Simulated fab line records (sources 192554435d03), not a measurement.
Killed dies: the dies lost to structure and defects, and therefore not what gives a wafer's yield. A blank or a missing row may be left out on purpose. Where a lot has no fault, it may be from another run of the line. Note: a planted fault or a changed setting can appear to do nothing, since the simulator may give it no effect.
Chamber matching | flow n5 finfet | rie diel-02 running N5_GATE_CUT_STRIP_42: 4 sister chambers
The step strips in O2. 30 wafers are shown with their chamber, then 12 later ones without.

== EACH WAFER AND ITS CHAMBER ==
wafer  | chamber | drypump motor current A (A) | throttle valve pct (%) | showerhead plenum p Torr (Torr)
L074.1 | 3       | 5.8                         | 16.67                  | 2.19
L074.2 | 2       | 5.2                         | 16.78                  | 2.11
L074.3 | 1       | 5.4                         | 16.38                  | 2.16
L079.1 | 2       | 5.2                         | 16.78                  | 2.11
L079.2 | 0       | 5.9                         | 16.09                  | 2.23
L079.3 | 3       | 5.8                         | 16.71                  | 2.19
L080.2 | 0       | 5.9                         | 16.10                  | 2.23
L080.5 | 1       | 5.4                         | 16.40                  | 2.15
L080.6 | 0       | 5.9                         | 16.10                  | 2.23
L086.2 | 1       | 5.4                         | 16.43                  | 2.15
L086.5 | 2       | 5.1                         | 16.82                  | 2.10
L086.6 | 1       | 5.4                         | 16.42                  | 2.15
L085.3 | 2       | 5.2                         | 16.82                  | 2.10
L085.4 | 0       | 5.9                         | 16.12                  | 2.22
L085.5 | 2       | 5.2                         | 16.81                  | 2.10
L087.3 | 0       | 5.9                         | 16.11                  | 2.22
L087.5 | 3       | 5.8                         | 16.73                  | 2.18
L087.6 | 2       | 5.1                         | 16.82                  | 2.10
L088.1 | 0       | 5.9                         | 16.11                  | 2.22
L088.3 | 1       | 5.4                         | 16.43                  | 2.15
L088.4 | 3       | 5.8                         | 16.74                  | 2.18
L089.1 | 0       | 5.9                         | 16.11                  | 2.22
L089.3 | 1       | 5.4                         | 16.43                  | 2.15
L089.6 | 3       | 5.8                         | 16.73                  | 2.18
L092.1 | 2       | 5.2                         | 16.84                  | 2.10
L092.2 | 1       | 5.4                         | 16.43                  | 2.15
L092.3 | 0       | 5.9                         | 16.13                  | 2.22
L094.2 | 2       | 5.2                         | 16.84                  | 2.10
L094.4 | 1       | 5.4                         | 16.44                  | 2.14
L094.6 | 3       | 5.8                         | 16.75                  | 2.18

SIGNATURES (averages over the wafers above)
reading                  | chamber 0 | chamber 1 | chamber 2 | chamber 3 | scatter within a chamber
drypump motor current A  | 5.900     | 5.400     | 5.175     | 5.800     | 0.024
throttle valve pct       | 16.1088   | 16.4200   | 16.8137   | 16.7217   | 0.0213
showerhead plenum p Torr | 2.2237    | 2.1500    | 2.1025    | 2.1833    | 0.00508
Rule: a wafer lies at a distance from a chamber equal to the root of the sum of squares, over the readings, of (its reading less the chamber's mean, divided by the reading's scatter). If the next closest chamber is less than 2 further off than the closest, the wafer can't be placed; otherwise it belongs to the closest. How the scatter is found: for the shown wafers, subtract from each reading the mean of its chamber, square and add these, divide the total by (wafers less chambers), then take the root.

== WAFERS WHOSE CHAMBER IS MISSING ==
wafer  | drypump motor current A (A) | throttle valve pct (%) | showerhead plenum p Torr (Torr)
L095.1 | 5.4                         | 16.43                  | 2.14
L095.2 | 5.2                         | 16.85                  | 2.10
L095.3 | 5.7                         | 16.73                  | 2.18
L095.4 | 5.9                         | 16.13                  | 2.22
L095.5 | 5.8                         | 16.76                  | 2.18
L095.6 | 5.9                         | 16.13                  | 2.22
L096.2 | 5.9                         | 16.14                  | 2.22
L096.4 | 5.4                         | 16.47                  | 2.14
L096.6 | 5.4                         | 16.47                  | 2.14
L097.3 | 5.4                         | 16.46                  | 2.14
L097.4 | 5.9                         | 16.16                  | 2.22
L097.5 | 5.4                         | 16.46                  | 2.14

== THE CHAMBER EACH PASSED THROUGH ==
wafer  | from the rows above | in truth
L095.1 | 1                   | 1
L095.2 | 2                   | 2
L095.3 | 3                   | 3
L095.4 | 0                   | 0
L095.5 | 3                   | 3
L095.6 | 0                   | 0
L096.2 | 0                   | 0
L096.4 | 1                   | 1
L096.6 | 1                   | 1
L097.3 | 1                   | 1
L097.4 | 0                   | 0
L097.5 | 1                   | 1
Placed correctly: 12 of 12. Number that these rows cannot place: 0. 0 placed wrongly.
